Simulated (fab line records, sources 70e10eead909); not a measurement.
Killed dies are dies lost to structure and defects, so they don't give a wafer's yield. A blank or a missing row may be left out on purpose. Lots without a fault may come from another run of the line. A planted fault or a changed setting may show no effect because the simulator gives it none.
fab line records | flow nand_harc
record lots=24 wafers=72 last_day=33
route steps=1302 shown P_M0@282 P_M1@297 P_BONDPAD@364
lots that met no fault: from a run of the same line without faults
start_h: hours from the record's first day to the start of the lot's first wafer shown | wait_h: hours since the lot's step before | " the same as in the row above | L1.1+2: a row that stands for several wafers | - no value, or no start given | * or withheld: withheld | < > ~ a bound
route shown NAME@n: a module of which the file shows steps, and the number in the route of the first | usual: mean/standard deviation of fault-free wafers | same: alike in all rows | chamber/n: place in a boat | sites: the reading at each site | _std_site: their standard deviation | _edge_site: outer sites' mean less inner sites' | radius_mm: how far each site lies from the wafer's centre | mask NAME#n: copy n | behind: the tool/chamber that last shaped the wafer | hold: why the lot was held/for how many hours/how that ended | device: the transistor (n, p or np) that didn't switch | end of line: the same wafers' tests at the end of the route | a step without rows: its recipe alone | killed: dies lost to structure and defects at the first sort, not the wafer's yield | map: a wafer's dies, x killed, . not, _ none there
set.NAME: the setting as run; set.NAME@STEP: as run at that earlier step | model.NAME: the simulator's own value behind a step, which no gauge read
steps of the route over a sample of lots; a table a step, a row a wafer
services: from which hour (start_h, from the record's first day; less than 0 if before it) a tool's chamber was out of use, for how many hours, and why
## steps
# step NHARC_P_M0_INSPECT_27
# usual raw_defect_count=305/130
# columns lot.wafer tool chamber start_h wait_h raw_defect_count
L074.1 defect_inspect-01 - 123.40 0.0 296
L074.2 " - " " 255
L074.5 " - " " 306
L075.2 defect_inspect-01 - 136.48 0.0 238
L075.3 " - " " 297
L075.5 " - " " 284
L076.3 defect_inspect-02 - 148.38 0.0 221
L076.5 " - " " 229
L076.6 " - " " 372
L077.3 defect_inspect-02 - 156.01 0.0 313
L077.4 " - " " 593
L077.5 " - " " 734
L079.1 defect_inspect-02 - 174.39 0.0 207
L079.4 " - " " 247
L079.6 " - " " 175
L078.2 defect_inspect-01 - 174.69 0.0 183
L078.3 " - " " 457
L078.5 " - " " 305
L080.2 defect_inspect-02 - 192.34 0.0 474
L080.4 " - " " 680
L080.6 " - " " 391
L081.1 defect_inspect-01 - 198.15 0.0 315
L081.2 " - " " 312
L081.3 " - " " 242
L082.1 defect_inspect-02 - 204.56 0.0 400
L082.3 " - " " 316
L082.6 " - " " 196
L083.3 defect_inspect-01 - 215.27 0.0 432
L083.4 " - " " 377
L083.5 " - " " 246
L084.2 defect_inspect-02 - 232.41 0.0 186
L084.5 " - " " 386
L084.6 " - " " 249
L085.1 defect_inspect-02 - 237.76 0.0 265
L085.3 " - " " 181
L085.6 " - " " 213
L086.1 defect_inspect-02 - 241.68 0.0 495
L086.2 " - " " 591
L086.5 " - " " 201
L087.4 defect_inspect-01 - 249.11 0.0 197
L087.5 " - " " 195
L087.6 " - " " 149
L089.1 defect_inspect-01 - 268.90 0.0 369
L089.2 " - " " 368
L089.3 " - " " 372
L088.2 defect_inspect-01 - 269.62 0.0 119
L088.5 " - " " 180
L088.6 " - " " 221
L090.1 defect_inspect-01 - 284.78 0.0 336
L090.4 " - " " 205
L090.5 " - " " 263
L091.2 defect_inspect-02 - 292.79 0.0 383
L091.4 " - " " 272
L091.5 " - " " 381
L092.1 defect_inspect-02 - 309.70 0.0 186
L092.5 " - " " 220
L092.6 " - " " 177
L093.1 defect_inspect-02 - 310.62 0.0 233
L093.2 " - " " 440
L093.5 " - " " 648
L094.1 defect_inspect-01 - 325.03 0.0 161
L094.2 " - " " 143
L094.5 " - " " 170
L095.1 defect_inspect-02 - 337.41 0.0 204
L095.2 " - " " 169
L095.5 " - " " 166
L096.3 defect_inspect-02 - 346.40 0.0 257
L096.5 " - " " 295
L096.6 " - " " 137
L097.1 defect_inspect-01 - 354.40 0.0 705
L097.3 " - " " 274
L097.6 " - " " 230
# step NHARC_P_M0_DEP_32
# recipe target_thk_a=300 temp_c=370 target_thk_nm=30 pressure_torr=3 flow_sccm=200 rf_w=450 material=SiCN
# usual heater_power_outer_w=332/49 heater_power_w=590/75 showerhead_vpp_V=1303/40
# columns lot.wafer tool chamber start_h wait_h heater_power_outer_w heater_power_w showerhead_vpp_V since_wet_clean_h
L074.1 pecvd-03 1 123.56 0.1 253 452 1308 107
L074.2 " 2 " " 340 660 1308 107
L074.5 " 0 " " 370 682 1287 -
L075.3 pecvd-03 1 136.62 0.1 254 462 1285 120
L075.2 " 0 " " 323 598 1298 120
L075.5 " 2 " " 359 657 1262 -
L076.3 pecvd-04 2 148.61 0.1 399 718 1254 47
L076.5 " 1 " " 295 521 1306 -
L076.6 " 2 " " 411 727 1270 -
L077.3 pecvd-01 1 156.24 0.1 305 564 1362 13
L077.5 " 2 " " 346 578 1346 -
L077.4 " 1 " " 301 577 1362 -
L079.1 pecvd-04 2 174.62 0.1 365 663 1286 73
L079.4 " 1 " " 259 466 1332 -
L079.6 " 2 " " 382 688 1263 -
L078.3 pecvd-01 2 174.89 0.1 406 644 1337 32
L078.2 " 0 " " 394 632 1216 32
L078.5 " 1 " " 287 548 1339 -
L080.2 pecvd-01 0 192.49 0.1 396 650 1237 49
L080.6 " 0 " " 392 623 1258 -
L080.4 " 1 " " 284 559 1367 -
L081.1 pecvd-01 0 198.30 0.1 343 596 1216 55
L081.2 " 1 " " 288 546 1360 55
L081.3 " 2 " " 382 615 1333 55
L082.3 pecvd-04 0 204.71 0.1 303 597 1290 103
L082.1 " 2 " " 412 704 1290 104
L082.6 " 0 " " 306 598 1314 -
L083.3 pecvd-01 0 215.50 0.1 377 644 1222 72
L083.4 " 1 " " 241 477 1332 -
L083.5 " 0 " " 399 647 1243 -
L084.2 pecvd-01 2 232.65 0.1 402 628 1330 90
L084.6 " 1 " " 298 567 1355 -
L084.5 " 2 " " 411 632 1322 -
L085.1 pecvd-03 0 237.95 0.1 387 699 1336 40
L085.3 " 1 " " 266 460 1310 40
L085.6 " 1 " " 269 460 1322 -
L086.2 pecvd-01 2 241.83 0.1 382 609 1311 99
L086.1 " 0 " " 389 609 1241 99
L086.5 " 2 " " 376 613 1347 -
L087.5 pecvd-04 2 249.38 0.2 348 615 1275 -
L087.6 " 0 " " 352 663 1299 -
L087.4 " 1 " " 275 491 1324 -
L089.3 pecvd-04 0 269.04 0.1 291 573 1291 168
L089.2 " 1 " " 294 509 1331 168
L089.1 " 2 " " 414 734 1295 168
L088.2 pecvd-01 2 269.76 0.1 354 558 1350 127
L088.6 " 0 " " 379 636 1225 -
L088.5 " 1 " " 291 558 1338 -
L090.1 pecvd-01 0 284.97 0.1 369 591 1212 142
L090.5 " 2 " " 371 586 1341 -
L090.4 " 0 " " 360 583 1221 -
L091.2 pecvd-03 0 293.02 0.1 306 571 1298 95
L091.4 " 1 " " 282 472 1312 -
L091.5 " 2 " " 273 548 1280 -
L092.1 pecvd-03 1 309.84 0.1 251 437 1297 112
L092.6 " 1 " " 256 445 1299 -
L092.5 " 2 " " 351 668 1288 -
L093.1 pecvd-03 2 310.81 0.1 310 614 1283 113
L093.2 " 0 " " 368 689 1296 113
L093.5 " 0 " " 370 647 1315 -
L094.2 pecvd-03 1 325.22 0.1 254 446 1311 127
L094.1 " 2 " " 310 628 1284 127
L094.5 " 2 " " 314 631 1290 -
L095.1 pecvd-04 1 337.60 0.1 314 558 1334 55
L095.2 " 2 " " 401 710 1262 55
L095.5 " 2 " " 413 702 1245 -
L096.3 pecvd-01 1 346.55 0.1 338 628 1374 22
L096.6 " 2 " " 380 599 1349 -
L096.5 " 0 " " 326 557 1236 -
L097.3 pecvd-04 1 354.54 0.1 341 613 1335 72
L097.1 " 2 " " 413 697 1283 72
L097.6 " 2 " " 394 695 1285 -
# step NHARC_P_M1_INSPECT_11
# usual raw_defect_count=4.3/2.4
# columns lot.wafer tool chamber start_h wait_h raw_defect_count
L074.1 defect_inspect-01 - 124.81 0.0 5
L074.2 " - " " 0
L074.5 " - " " 5
L075.2 defect_inspect-02 - 138.05 0.0 4
L075.3 " - " " 5
L075.5 " - " " 8
L076.3 defect_inspect-02 - 149.91 0.0 3
L076.5 " - " " 1
L076.6 " - " " 3
L077.3 defect_inspect-01 - 157.53 0.0 12
L077.4 " - " " 9
L077.5 " - " " 8
L079.1 defect_inspect-01 - 175.91 0.0 4
L079.4 " - " " 2
L079.6 " - " " 1
L078.2 defect_inspect-02 - 176.21 0.0 3
L078.3 " - " " 5
L078.5 " - " " 0
L080.2 defect_inspect-02 - 193.84 0.0 5
L080.4 " - " " 7
L080.6 " - " " 3
L081.1 defect_inspect-01 - 199.67 0.0 1
L081.2 " - " " 3
L081.3 " - " " 6
L082.1 defect_inspect-02 - 206.06 0.0 5
L082.3 " - " " 2
L082.6 " - " " 5
L083.3 defect_inspect-02 - 216.66 0.0 4
L083.4 " - " " 5
L083.5 " - " " 1
L084.2 defect_inspect-01 - 233.93 0.0 5
L084.5 " - " " 5
L084.6 " - " " 5
L085.1 defect_inspect-01 - 239.29 0.0 3
L085.3 " - " " 5
L085.6 " - " " 5
L086.1 defect_inspect-01 - 243.20 0.0 2
L086.2 " - " " 2
L086.5 " - " " 3
L087.4 defect_inspect-02 - 250.50 0.0 4
L087.5 " - " " 4
L087.6 " - " " 3
L089.1 defect_inspect-01 - 270.32 0.0 3
L089.2 " - " " 4
L089.3 " - " " 4
L088.2 defect_inspect-02 - 271.12 0.0 7
L088.5 " - " " 4
L088.6 " - " " 4
L090.1 defect_inspect-02 - 286.30 0.0 4
L090.4 " - " " 3
L090.5 " - " " 5
L091.2 defect_inspect-02 - 294.30 0.0 4
L091.4 " - " " 3
L091.5 " - " " 5
L092.1 defect_inspect-01 - 311.22 0.0 3
L092.5 " - " " 4
L092.6 " - " " 2
L093.1 defect_inspect-02 - 312.14 0.0 3
L093.2 " - " " 7
L093.5 " - " " 8
L094.1 defect_inspect-01 - 326.43 0.0 3
L094.2 " - " " 4
L094.5 " - " " 8
L095.1 defect_inspect-01 - 338.94 0.0 2
L095.2 " - " " 4
L095.5 " - " " 7
L096.3 defect_inspect-02 - 347.92 0.0 8
L096.5 " - " " 8
L096.6 " - " " 9
L097.1 defect_inspect-02 - 355.79 0.0 5
L097.3 " - " " 3
L097.6 " - " " 2
# step NHARC_P_M1_DESCUM_14
# recipe time_s=3 o2_flow_sccm=200 ar_flow_sccm=0 bias_power_w=0 chemistry=O2
# usual drypump_motor_current_A=5.7/0.5 oes_product_au=0.999/0.0098 rf_vpp_V=57.6/0.89 showerhead_plenum_p_Torr=1.92/0.091 throttle_valve_pct=11.311/0.0088
# columns lot.wafer tool chamber start_h wait_h drypump_motor_current_A oes_product_au rf_hours_counter_h rf_vpp_V showerhead_plenum_p_Torr throttle_valve_pct
L074.1 rie_diel-02 0 124.88 0.1 5.8 1.007 3 58.8 2.06 11.303
L074.2 " 2 " " 5.2 1.001 4 58.6 1.96 11.302
L074.5 " 3 " " 5.1 1.006 - 58.5 2.00 11.333
L075.2 rie_diel-05 3 138.11 0.1 6.3 0.989 9 55.4 1.78 11.315
L075.3 " 1 " " 6.3 0.985 9 56.9 1.93 11.309
L075.5 " 1 " " 6.3 0.987 - 57.2 1.93 11.322
L076.3 rie_diel-04 1 149.99 0.1 5.8 1.007 49 56.9 1.92 11.306
L076.5 " 0 " " 6.4 0.992 - 56.5 1.95 11.310
L076.6 " 1 " " 5.8 1.005 - 56.3 1.92 11.328
L077.3 rie_diel-05 1 157.62 0.1 6.3 0.987 10 55.3 1.93 11.315
L077.5 " 3 " " 6.3 0.990 - 56.5 1.78 11.322
L077.4 " 1 " " 6.3 0.989 - 56.5 1.93 11.307
L079.4 rie_diel-02 3 175.98 0.1 5.1 1.008 8 59.0 2.00 11.317
L079.1 " 1 " " 5.1 0.989 8 55.8 1.79 11.310
L079.6 " 2 " " 5.2 1.005 - 58.0 1.96 11.323
L078.2 rie_diel-05 1 176.27 0.1 6.3 0.988 12 57.6 1.93 11.323
L078.3 " 0 " " 5.3 0.982 13 58.1 1.98 11.304
L078.5 " 2 " " 5.8 0.991 - 58.2 2.00 11.309
L080.4 rie_diel-02 2 193.90 0.1 5.2 0.999 9 58.0 1.96 11.309
L080.2 " 3 " " 5.1 1.001 9 58.2 2.00 11.302
L080.6 " 2 " " 5.2 0.994 - 58.4 1.96 11.297
L081.2 rie_diel-02 0 199.74 0.1 5.8 0.999 8 58.1 2.06 11.312
L081.1 " 1 " " 5.1 0.997 10 58.3 1.79 11.318
L081.3 " 3 " " 5.1 1.010 9 56.8 2.00 11.297
L082.1 rie_diel-05 1 206.14 0.1 6.3 0.993 13 58.6 1.93 11.311
L082.3 " 2 " " 5.8 0.997 6 57.3 2.00 11.301
L082.6 " 0 " " 5.3 0.983 - 58.6 1.98 11.312
L083.3 rie_diel-05 2 216.74 0.1 5.8 0.997 7 58.3 2.00 11.314
L083.5 " 3 " " 6.3 0.983 - 57.5 1.78 11.312
L083.4 " 0 " " 5.3 0.991 - 57.8 1.97 11.319
L084.2 rie_diel-02 1 234.01 0.1 5.1 1.013 1 57.1 1.79 11.311
L084.6 " 3 " " 5.1 1.005 - 57.2 2.00 11.290
L084.5 " 0 " " 5.8 1.001 - 57.2 2.06 11.326
L085.1 rie_diel-02 2 239.35 0.1 5.2 1.000 1 58.3 1.96 11.302
L085.3 " 3 " " 5.1 1.018 1 57.7 2.00 11.318
L085.6 " 2 " " 5.2 0.998 - 58.3 1.96 11.308
L086.2 rie_diel-05 1 243.27 0.1 6.3 0.997 0 57.1 1.93 11.303
L086.1 " 2 " " 5.8 1.004 0 58.0 2.00 11.321
L086.5 " 1 " " 6.3 1.003 - 57.7 1.93 11.309
L087.4 rie_diel-05 3 250.57 0.1 6.3 0.986 0 56.6 1.78 11.313
L087.6 " 2 " " 5.8 0.991 - 58.4 2.00 11.310
L087.5 " 3 " " 6.3 0.996 - 56.4 1.78 11.305
L089.1 rie_diel-05 3 270.38 0.1 6.3 0.984 2 57.1 1.78 11.300
L089.3 " 0 " " 5.3 1.008 3 57.0 1.97 11.317
L089.2 " 2 " " 5.7 0.999 2 58.1 2.00 11.305
L088.2 rie_diel-05 0 271.18 0.1 5.3 1.000 3 58.7 1.97 11.305
L088.6 " 0 " " 5.3 0.998 - 58.2 1.97 11.349
L088.5 " 1 " " 6.3 0.999 - 57.6 1.93 11.309
L090.1 rie_diel-02 2 286.36 0.1 5.2 0.991 5 57.9 1.96 11.317
L090.4 " 3 " " 5.1 1.007 5 58.5 2.00 11.315
L090.5 " 2 " " 5.2 0.992 - 57.7 1.96 11.302
L091.4 rie_diel-02 3 294.37 0.1 5.1 1.018 6 58.9 2.00 11.304
L091.2 " 1 " " 5.2 1.016 5 55.4 1.79 11.299
L091.5 " 3 " " 5.1 1.021 - 57.3 2.00 11.311
L092.1 rie_diel-04 3 311.29 0.1 5.6 0.993 41 58.1 1.82 11.304
L092.6 " 2 " " 6.7 1.009 - 58.2 1.83 11.312
L092.5 " 3 " " 5.6 1.002 - 56.3 1.82 11.310
L093.1 rie_diel-05 3 312.20 0.1 6.3 0.995 5 56.9 1.78 11.314
L093.2 " 1 " " 6.3 1.006 5 58.3 1.93 11.297
L093.5 " 0 " " 5.3 1.002 - 57.8 1.97 11.320
L094.1 rie_diel-02 3 326.49 0.1 5.0 1.005 7 58.2 2.00 11.312
L094.2 " 0 " " 5.8 0.988 6 59.4 2.06 11.330
L094.5 " 0 " " 5.8 0.987 - 57.6 2.06 11.303
L095.1 rie_diel-04 0 339.01 0.1 6.5 1.006 53 58.5 1.93 11.299
L095.2 " 1 " " 5.8 1.003 58 57.3 1.90 11.325
L095.5 " 3 " " 5.6 1.002 - 57.5 1.81 11.323
L096.3 rie_diel-04 1 348.00 0.1 5.8 1.009 59 58.3 1.90 11.313
L096.6 " 3 " " 5.6 1.009 - 58.7 1.81 11.312
L096.5 " 0 " " 6.5 1.026 - 57.3 1.92 11.310
L097.1 rie_diel-05 0 355.86 0.1 5.3 0.999 9 58.6 1.97 11.325
L097.3 " 1 " " 6.3 1.001 9 57.5 1.93 11.308
L097.6 " 1 " " 6.3 1.000 - 58.0 1.93 11.297
# step NHARC_P_BONDPAD_CD_MEAS_09
# recipe target_cd_nm=500 landing_energy_ev=500
# usual cd_nm=500.0/1.7
# same landing_energy_ev=500
# columns lot.wafer tool chamber start_h wait_h cd_nm
L074.1 cd_sem-01 0 133.83 - 500.2
L074.2 " 0 " " 501.6
L074.5 " 0 " " 497.1
L075.2 cd_sem-02 0 147.37 - 501.6
L075.3 " 0 " " 499.1
L075.5 " 0 " " 498.3
L076.3 cd_sem-02 0 158.52 - 501.9
L076.5 " 0 " " 500.9
L076.6 " 0 " " 498.7
L077.3 cd_sem-02 0 166.01 - 500.3
L077.4 " 0 " " 502.8
L077.5 " 0 " " 499.8
L079.1 cd_sem-02 0 184.63 - 500.0
L079.4 " 0 " " 498.1
L079.6 " 0 " " 497.9
L078.2 cd_sem-01 0 184.95 - 500.5
L078.3 " 0 " " 499.4
L078.5 " 0 " " 497.2
L080.2 cd_sem-01 0 202.46 - 500.1
L080.4 " 0 " " 500.1
L080.6 " 0 " " 499.0
L081.1 cd_sem-03 0 208.14 - 499.7
L081.2 " 0 " " 502.0
L081.3 " 0 " " 498.8
L082.1 cd_sem-03 0 214.78 - 500.0
L082.3 " 0 " " 501.7
L082.6 " 0 " " 499.3
L083.3 cd_sem-02 0 225.22 - 499.7
L083.4 " 0 " " 502.0
L083.5 " 0 " " 499.1
L084.2 cd_sem-02 0 242.51 - 501.6
L084.5 " 0 " " 502.1
L084.6 " 0 " " 499.3
L085.1 cd_sem-03 0 247.95 - 499.4
L085.3 " 0 " " 497.9
L085.6 " 0 " " 499.9
L086.1 cd_sem-02 0 252.09 - 497.6
L086.2 " 0 " " 502.1
L086.5 " 0 " " 500.6
L087.4 cd_sem-02 0 258.97 - 500.9
L087.5 " 0 " " 502.7
L087.6 " 0 " " 498.6
L089.1 cd_sem-03 0 278.95 - 500.8
L089.2 " 0 " " 499.6
L089.3 " 0 " " 499.5
L088.2 cd_sem-01 0 279.74 - 497.1
L088.5 " 0 " " 501.4
L088.6 " 0 " " 500.0
L090.1 cd_sem-03 0 294.86 - 498.5
L090.4 " 0 " " 503.5
L090.5 " 0 " " 499.6
L091.2 cd_sem-01 0 302.79 - 499.3
L091.4 " 0 " " 500.7
L091.5 " 0 " " 501.5
L092.1 cd_sem-02 0 319.67 - 501.0
L092.5 " 0 " " 500.6
L092.6 " 0 " " 501.0
L093.1 cd_sem-03 0 320.54 - 501.5
L093.2 " 0 " " 499.4
L093.5 " 0 " " 498.0
L094.1 cd_sem-03 0 335.09 - 500.7
L094.2 " 0 " " 497.5
L094.5 " 0 " " 497.4
L095.1 cd_sem-02 0 347.79 - 499.7
L095.2 " 0 " " 501.6
L095.5 " 0 " " 497.8
L096.3 cd_sem-02 0 356.50 - 499.9
L096.5 " 0 " " 498.9
L096.6 " 0 " " 500.0
L097.1 cd_sem-01 0 365.24 - 496.4
L097.3 " 0 " " 499.1
L097.6 " 0 " " 499.2
# step NHARC_P_BONDPAD_PVD_17
# recipe target_thk_a=50 bias_v=168.6 power_w=15000 chamber_pressure_pa=0.12 time_s=8.06 substrate_temp_c=50 material=TaN
# usual substrate_temp_c=50.01/0.12 throttle_valve_pct=30.0/0.76
# columns lot.wafer tool chamber start_h wait_h substrate_temp_c throttle_valve_pct
L074.2 pvd_sputter-03 - - - 50.19 28.6
L074.1 " - " " 50.13 29.1
L074.5 " - " " 50.04 28.6
L075.3 pvd_sputter-01 - - - 50.01 30.7
L075.2 " - " " 49.97 30.4
L075.5 " - " " 50.05 30.2
L076.3 pvd_sputter-02 - - - 50.10 30.4
L076.6 " - " " 50.15 29.0
L076.5 " - " " 50.03 30.5
L077.4 pvd_sputter-01 - - - 50.19 30.5
L077.3 " - " " 49.73 29.9
L077.5 " - " " 49.99 30.3
L079.1 pvd_sputter-01 - - - 49.97 30.1
L079.4 " - " " 50.00 30.5
L079.6 " - " " 49.75 30.1
L078.3 pvd_sputter-03 - - - 50.06 28.5
L078.2 " - " " 50.14 29.3
L078.5 " - " " 50.08 28.2
L080.2 pvd_sputter-03 - - - 49.88 31.1
L080.4 " - " " 49.87 28.4
L080.6 " - " " 49.97 30.9
L081.2 pvd_sputter-01 - - - 49.89 29.8
L081.1 " - " " 50.03 30.8
L081.3 " - " " 49.98 30.2
L082.3 pvd_sputter-01 - - - 49.95 30.8
L082.1 " - " " 49.87 30.2
L082.6 " - " " 50.08 30.6
L083.4 pvd_sputter-02 - - - 49.96 30.9
L083.3 " - " " 50.01 30.1
L083.5 " - " " 50.11 31.1
L084.2 pvd_sputter-01 - - - 49.86 30.6
L084.5 " - " " 50.24 29.7
L084.6 " - " " 50.08 30.0
L085.1 pvd_sputter-01 - - - 50.01 29.6
L085.3 " - " " 49.89 30.5
L085.6 " - " " 49.99 30.7
L086.2 pvd_sputter-02 - - - 50.05 30.3
L086.1 " - " " 50.04 31.1
L086.5 " - " " 49.93 28.7
L087.4 pvd_sputter-03 - - - 50.20 28.6
L087.6 " - " " 49.88 29.6
L087.5 " - " " 50.17 31.0
L089.2 pvd_sputter-03 - - - 50.04 28.7
L089.1 " - " " 49.79 29.5
L089.3 " - " " 50.24 31.2
L088.2 pvd_sputter-01 - - - 50.10 30.5
L088.6 " - " " 50.26 30.6
L088.5 " - " " 50.08 29.5
L090.4 pvd_sputter-03 - - - 49.99 29.5
L090.1 " - " " 49.96 28.3
L090.5 " - " " 50.07 29.5
L091.2 pvd_sputter-03 - - - 50.14 29.2
L091.4 " - " " 50.11 28.5
L091.5 " - " " 50.05 30.8
L092.1 pvd_sputter-01 - - - 50.04 30.3
L092.6 " - " " 50.21 29.8
L092.5 " - " " 49.97 29.8
L093.2 pvd_sputter-02 - - - 49.93 30.6
L093.1 " - " " 50.03 28.8
L093.5 " - " " 49.92 30.5
L094.1 pvd_sputter-02 - - - 49.97 30.9
L094.2 " - " " 49.86 30.4
L094.5 " - " " 49.97 30.9
L095.2 pvd_sputter-01 - - - 49.91 30.3
L095.1 " - " " 50.10 30.5
L095.5 " - " " 50.14 30.3
L096.3 pvd_sputter-01 - - - 50.06 30.5
L096.5 " - " " 49.79 30.3
L096.6 " - " " 49.97 30.3
L097.1 pvd_sputter-01 - - - 49.91 29.6
L097.3 " - " " 49.95 30.2
L097.6 " - " " 49.89 30.4
## services
# columns tool chamber start_h hours kind
rie_diel-02 0 100.11 9.1 repair
pvd_sputter-02 - 104.00 10.0 pm
pecvd-03 0 112.27 6.1 repair
rie_diel-05 1 112.74 5.0 repair
pecvd-01 - 130.18 13.0 pm
rie_diel-02 2 154.24 8.4 repair
pvd_sputter-03 - 170.18 10.0 pm
pecvd-03 - 185.00 13.0 pm
pecvd-01 2 188.56 3.1 repair
rie_diel-05 - 192.08 1.6 repair
rie_diel-05 1 212.58 10.1 repair
rie_diel-02 - 216.91 9.0 pm
pvd_sputter-01 - 226.00 10.0 pm
rie_diel-05 - 229.60 9.0 pm
rie_diel-02 0 262.13 3.0 repair
pecvd-01 - 264.88 0.4 repair
pecvd-04 - 269.31 13.0 pm
pvd_sputter-01 - 272.83 5.4 repair
pecvd-01 - 290.31 1.3 repair
rie_diel-05 3 301.09 3.7 repair
pecvd-01 - 311.18 13.0 pm
pecvd-04 - 321.99 1.5 repair
pvd_sputter-03 - 348.18 10.0 pm
pecvd-03 - 366.00 13.0 pm
## key
fault none
